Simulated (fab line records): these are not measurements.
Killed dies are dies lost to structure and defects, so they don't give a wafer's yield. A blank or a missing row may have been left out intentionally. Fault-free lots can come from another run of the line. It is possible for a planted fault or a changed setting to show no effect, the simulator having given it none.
Which tool is to blame? | flow nand harc | Sampling: 14 lots, 42 wafers, 5 of 1159 route steps

## WHAT EACH GAUGE READ, for each wafer
NHARC_P_GATE_INSPECT_68.
lot  | measured     | on                | raw defect count
L297 | day 5 08:43  | defect inspect-02 | 274 268 412
L298 | day 5 16:08  | defect inspect-01 | 265 242 199
L300 | day 6 03:48  | defect inspect-01 | 238 256 374
L299 | day 6 04:10  | defect inspect-02 | 128 105 126
L301 | day 6 14:28  | defect inspect-01 | 136 183 163
L302 | day 6 14:59  | defect inspect-01 | 154 248 178
L303 | day 7 07:14  | defect inspect-02 | 150 112 159
L305 | day 7 07:43  | defect inspect-01 | 122 91 136
L304 | day 7 08:28  | defect inspect-02 | 132 220 525
L307 | day 8 04:23  | defect inspect-02 | 833 925 998
L310 | day 8 22:50  | defect inspect-01 | 1157 890 1129
L316 | day 10 08:13 | defect inspect-01 | 347 267 326
L318 | day 10 13:34 | defect inspect-01 | 179 157 215
L319 | day 10 23:16 | defect inspect-02 | 215 316 328

NHARC_END_SORT_01.
lot  | measured     | on        | killed at array | killed at other | killed at periphery | killed dies | killed open | killed short
L307 | day 22 04:41 | prober-01 | 30 32 28        | 1 2 1           | 68 64 88            | 99 98 117   | 2 3 1       | 2 1 0
L310 | day 23 13:31 | prober-02 | 36 29 33        | 0 1 1           | 93 47 66            | 129 77 100  | 4 3 5       | 2 3 1
L316 | day 24 05:10 | prober-02 | 15 9 23         | 0 0 1           | 5 2 7               | 20 11 31    | 2 2 5       | 1 1 6

## WHAT TOOL EACH LOT RAN ON (gives the tool, then ch and the chambers of the sampled wafers, and finally the start)
lot  | NHARC_P_GATE_STRIP_35               | NHARC_P_GATE_DEGAS_109       | NHARC_P_CONTACT_DEP_30
L297 | wet bench-02 ch 0,4,7, day 4 15:25  | pvd sputter-02, day 5 07:47  | pecvd-04 ch 0,1, day 5 09:23
L298 | wet bench-02 ch 0,1,3, day 4 22:18  | pvd sputter-02, day 5 15:11  | pecvd-04 ch 1,2, day 5 16:12
L300 | wet bench-02 ch 1,4,6, day 5 09:52  | pvd sputter-02, day 6 02:51  | pecvd-02 ch 1,2, day 6 03:55
L299 | wet bench-02 ch 4,6,7, day 5 10:39  | pvd sputter-03, day 6 03:13  | pecvd-02 ch 0,1,2, day 6 04:24
L301 | wet bench-05 ch 1,3,6, day 5 20:47  | pvd sputter-01, day 6 13:27  | pecvd-02 ch 1,2, day 6 14:32
L302 | wet bench-02 ch 0,6,7, day 5 21:25  | pvd sputter-02, day 6 14:02  | pecvd-04 ch 0,1,2, day 6 15:03
L303 | wet bench-01 ch 4,5,6, day 6 13:41  | pvd sputter-01, day 7 06:10  | pecvd-03 ch 1,2, day 7 07:23
L305 | wet bench-05 ch 2,5,6, day 6 13:55  | pvd sputter-03, day 7 06:41  | pecvd-03 ch 1,2, day 7 07:48
L304 | wet bench-02 ch 1,4,5, day 6 14:25  | pvd sputter-02, day 7 07:31  | pecvd-04 ch 0,1, day 7 08:34
L307 | wet bench-02 ch 2,3,4, day 7 10:50  | pvd sputter-03, day 8 03:16  | pecvd-03 ch 0,1, day 8 04:45
L310 | wet bench-02 ch 2,5,7, day 8 03:39  | pvd sputter-01, day 8 21:52  | pecvd-04 ch 0,1,2, day 8 22:59
L316 | wet bench-05 ch 3,5,6, day 9 13:31  | pvd sputter-03, day 10 06:13 | pecvd-03 ch 0,1, day 10 08:17
L318 | wet bench-01 ch 0,1,3, day 9 19:11  | pvd sputter-03, day 10 12:34 | pecvd-02 ch 0,1,2, day 10 13:38
L319 | wet bench-05 ch 1,3,5, day 10 05:54 | pvd sputter-03, day 10 22:16 | pecvd-04 ch 0,2, day 10 23:27
- NHARC_P_GATE_STRIP_35: strips in SPM, time 600 s.
- NHARC_P_GATE_DEGAS_109: time 60 s.
- NHARC_P_CONTACT_DEP_30: deposits SiNx, target thk 30 nm.

## WHAT THE TOOLS THEMSELVES READ (means of the sampled wafers that have a number; where no wafer has one, the mark that the record gives instead)
NHARC_P_GATE_STRIP_35.
lot  | tool         | bath guard temp C (C) | temp c (C)
L297 | wet bench-02 | 129.9                 | 129.86
L298 | wet bench-02 | 129.9                 | 129.98
L300 | wet bench-02 | 129.9                 | 130.05
L299 | wet bench-02 | 129.9                 | 130.04
L301 | wet bench-05 | 130.5                 | 129.89
L302 | wet bench-02 | 129.7                 | 129.94
L303 | wet bench-01 | 130.4                 | 129.89
L305 | wet bench-05 | 130.7                 | 129.92
L304 | wet bench-02 | 130.0                 | 130.05
L307 | wet bench-02 | 130.2                 | 130.11
L310 | wet bench-02 | 129.3                 | 130.09
L316 | wet bench-05 | 130.6                 | 129.95
L318 | wet bench-01 | 130.4                 | 129.95
L319 | wet bench-05 | 130.4                 | 130.06

NHARC_P_GATE_DEGAS_109.
lot  | tool           | heater power w (W)
L297 | pvd sputter-02 | 531
L298 | pvd sputter-02 | 526
L300 | pvd sputter-02 | 511
L299 | pvd sputter-03 | 416
L301 | pvd sputter-01 | 426
L302 | pvd sputter-02 | 530
L303 | pvd sputter-01 | 461
L305 | pvd sputter-03 | 465
L304 | pvd sputter-02 | 538
L307 | pvd sputter-03 | 432
L310 | pvd sputter-01 | 441
L316 | pvd sputter-03 | 453
L318 | pvd sputter-03 | 417
L319 | pvd sputter-03 | 443

NHARC_P_CONTACT_DEP_30.
lot  | tool     | heater power w (W) | rf fwd power W (W)
L297 | pecvd-04 | 733                | 448.6
L298 | pecvd-04 | 671                | 449.7
L300 | pecvd-02 | 697                | 449.0
L299 | pecvd-02 | 691                | 448.8
L301 | pecvd-02 | 744                | 449.7
L302 | pecvd-04 | 652                | 449.3
L303 | pecvd-03 | 835                | 448.6
L305 | pecvd-03 | 760                | 448.8
L304 | pecvd-04 | 734                | 447.5
L307 | pecvd-03 | 709                | 449.9
L310 | pecvd-04 | 620                | 448.1
L316 | pecvd-03 | 681                | 448.1
L318 | pecvd-02 | 742                | 448.9
L319 | pecvd-04 | 631                | 449.3

## THE ANSWER, worked out from the rows above alone
Rule: the usual values come from the lots themselves. The widest of any qualifying gaps counts: lots, ordered by their means at a reading, are off when they make up no more than a third of the lots, leave a main group of 4 or more, and stand apart from it by 3 or more times the standard deviation of that group's means. If all means in a main group match to the digits the tables above print for the reading, that group is not used. A lot without any number at a reading at which 4 lots or more have one is off too. Any other lot the step has rows for is counted as sound. The gauges are gone through in route order, then the tools' own readings, and for those a lot's mean is taken as printed above. The first step at which some lot is off is used, and at that step the reading that is off furthest; a lot without a number counts as furthest.
Off: L307, L310 (NHARC_P_GATE_INSPECT_68, raw defect count). The main group: mean 221, standard deviation 74.
If a tool, at a process step before that reading, ran all the lots that are off and no sound lot after the first of them, it fits. The gauges at NHARC_P_GATE_INSPECT_68 are tried like those tools. One fits: wet bench-02 at NHARC_P_GATE_STRIP_35. A fault onset in the window from L304 (day 6 14:25, its last sound lot) to L307 (day 7 10:50, its first lot off) fits.

## WHAT THE SIMULATOR HAD PUT IN
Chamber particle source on wet bench-02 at NHARC_P_GATE_STRIP_35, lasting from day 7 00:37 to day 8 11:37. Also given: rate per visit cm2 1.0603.
Struck lots among those shown: L307, L310. This agrees with what the rule above found.
